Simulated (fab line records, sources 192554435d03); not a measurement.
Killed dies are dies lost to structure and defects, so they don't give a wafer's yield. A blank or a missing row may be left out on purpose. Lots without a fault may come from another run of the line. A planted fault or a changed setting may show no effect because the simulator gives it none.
Chamber matching | flow n5_finfet | N5_BEOL_M14_DEP_53 on pecvd-01: 3 sister chambers
The step deposits SiCN from 3MS/NH3, target thk 50 nm, time 17.8 s. 3 wafers are shown with their chamber, then 8 later ones without.

WAFERS WITH THEIR CHAMBER
wafer  | chamber | throttle_valve_pct (%)
L087.5 | 0       | 18.3
L093.6 | 2       | 18.5
L090.1 | 1       | 17.4

WAFERS WITHOUT THEIR CHAMBER
wafer  | throttle_valve_pct (%)
L090.3 | 18.5
L090.5 | 17.6
L095.1 | 18.3
L095.3 | 17.4
L095.6 | 17.9
L097.1 | 18.6
L097.3 | 18.5
L097.6 | 18.8

WHICH CHAMBER EACH WENT THROUGH
wafer  | from the rows above          | in truth
L090.3 | can't be placed: 2 or 0      | 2
L090.5 | 1                            | 1
L095.1 | can't be placed: 0 or 2      | 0
L095.3 | 1                            | 1
L095.6 | can't be placed: 0 or 1 or 2 | 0
L097.1 | can't be placed: 2 or 0      | 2
L097.3 | can't be placed: 2 or 0      | 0
L097.6 | can't be placed: 2 or 0      | 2
Placed correctly: 2 of 8. Can't be placed from these rows: 6 (the true chamber is among the candidates in 6). Placed wrongly: 0.
How it was worked out, from the rows above alone: a wafer's distance from a chamber is the root of the sum, over the readings, of the square of ((its reading less the chamber's mean) divided by the reading's scatter). The wafer belongs to the nearest chamber; if the next one is less than 2 further off, it can't be placed. A chamber's mean is the mean of its shown wafers. The scatter: with one shown wafer a chamber, the root of the mean of the squares of how far each hidden wafer lies from its nearest shown one.
